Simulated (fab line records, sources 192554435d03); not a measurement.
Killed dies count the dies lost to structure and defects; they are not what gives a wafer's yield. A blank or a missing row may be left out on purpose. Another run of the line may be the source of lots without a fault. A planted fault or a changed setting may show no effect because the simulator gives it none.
Split-lot experiment    flow n5_finfet    7 lots, 39 wafers read, on a route of 1938 steps

## THE SPLIT ITSELF
At N5_FIN_CUT_CUT_ETCH_26 (etches SiNx in CH3F/O2, target depth 39 nm, time 55.7 s), the setting source_w was moved away from the recipe's 395 W on 15 of the 39 wafers read, by -16.9% to +13.3%. For the rest of the wafers, this setting stayed at what the recipe calls for.

The reading comes from the split's own step.

## THE READING
rf_vpp_V, in V, at N5_FIN_CUT_CUT_ETCH_26 (etches SiNx in CH3F/O2, target depth 39 nm, time 55.7 s). A value of 298 V with a standard deviation of 5.6 V is what fault-free wafers of this fab line usually give.

wafer   tool, chamber at the split  source_w as run, W  against the recipe  rf_vpp_V, V  against lot-mates on the recipe
L075.1  rie_diel-02, 1              395                 recipe              294          -
L075.2  rie_diel-02, 0              395                 recipe              301          -
L075.3  rie_diel-02, 3              395                 recipe              296          -
L075.4  rie_diel-02, 2              395                 recipe              299          -
L075.5  rie_diel-02, 1              395                 recipe              293          -
L075.6  rie_diel-02, 0              395                 recipe              298          -
L078.1  rie_diel-03, 2              395                 recipe              297          -
L078.2  rie_diel-03, 0              328.3               -16.9%              336          +38
L078.3  rie_diel-03, 1              395                 recipe              305          -
L078.4  rie_diel-03, 3              395                 recipe              293          -
L078.5  rie_diel-03, 3              328.3               -16.9%              319          +21
L078.6  rie_diel-03, 2              328.3               -16.9%              325          +27
L089.1  rie_diel-04, 0              395                 recipe              294          -
L089.4  rie_diel-04, 0              395                 recipe              293          -
L089.5  rie_diel-04, 1              395                 recipe              301          -
L092.1  rie_diel-04, 1              447.4               +13.3%              285          -7
L092.2  rie_diel-04, 3              447.4               +13.3%              277          -15
L092.3  rie_diel-04, 2              395                 recipe              290          -
L092.4  rie_diel-04, 0              447.4               +13.3%              276          -16
L092.5  rie_diel-04, 0              395                 recipe              292          -
L092.6  rie_diel-04, 3              395                 recipe              294          -
L094.1  rie_diel-03, 1              419.8               +6.3%               295          -5
L094.2  rie_diel-03, 0              395                 recipe              309          -
L094.3  rie_diel-03, 2              419.8               +6.3%               289          -11
L094.4  rie_diel-03, 3              395                 recipe              293          -
L094.5  rie_diel-03, 2              395                 recipe              297          -
L094.6  rie_diel-03, 1              419.8               +6.3%               296          -4
L095.1  rie_diel-03, 3              395                 recipe              293          -
L095.2  rie_diel-03, 0              395                 recipe              307          -
L095.3  rie_diel-03, 2              337                 -14.7%              321          +19
L095.4  rie_diel-03, 1              337                 -14.7%              328          +26
L095.5  rie_diel-03, 1              395                 recipe              305          -
L095.6  rie_diel-03, 0              337                 -14.7%              331          +29
L097.1  rie_diel-03, 3              395                 recipe              292          -
L097.2  rie_diel-03, 0              330.6               -16.3%              337          +41
L097.3  rie_diel-03, 1              330.6               -16.3%              331          +35
L097.4  rie_diel-03, 2              395                 recipe              299          -
L097.5  rie_diel-03, 2              395                 recipe              296          -
L097.6  rie_diel-03, 1              330.6               -16.3%              332          +36

FIT RESULTS
A straight line over all 39 wafers: rf_vpp_V changes by -1.76 V for each +1% of source_w; r = -0.93; the points scatter about the line by 5.8 V.
The same after taking each lot's own level away (the mean of its wafers on the recipe; 39 wafers): -1.64 V for each +1%; r = -0.93; scatter 5.8 V.
That fit puts the effect of the largest move of source_w on the reading at 28 V.
From 292.0 to 301.7 V: that is the span of the lots' own levels, equal to 1.7 times the standard deviation above.
The two slopes are in agreement: the lot-to-lot level therefore moves the slope only a little.
Check: with one of the wafers moved furthest among these (-16.9%) left out of the fit, the line predicts +28.8 V for it against its lot-mates. It came out at +37.7 V against them.
Tool readings at the split's step, against how far the setting was moved: rf_vpp_V r = -0.93.

## THESE WAFERS: OTHER SPLITS
Other splits were also applied to these wafers ahead of the reading. Each is held against what the fit with the lots' levels taken away leaves over:
other split on the same wafers  wafers away from the commonest value  r with rf_vpp_V (lot level and that fit taken away)
N5_WELL_APT_EXPOSE_05 dose_mj   12                                    +0.10

## THE WHOLE CHAIN: every reading that the file lists as answering this split, in the file's order
step                    what it does                                             reading                                                         change (the file's fit)                r (the file's)
N5_FIN_CUT_CUT_ETCH_26  etches SiNx in CH3F/O2, target depth 39 nm, time 55.7 s  rf_vpp_V                                                        -1.72 V for each +1% of the setting    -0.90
N5_FIN_CUT_CUT_ETCH_26  etches SiNx in CH3F/O2, target depth 39 nm, time 55.7 s  etch.depth_nm (the simulator's own value, which no gauge read)  +0.138 nm for each +1% of the setting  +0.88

## FILE'S OWN FIT
rf_vpp_V changes by -1.72 V for each +1% of source_w, r = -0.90.
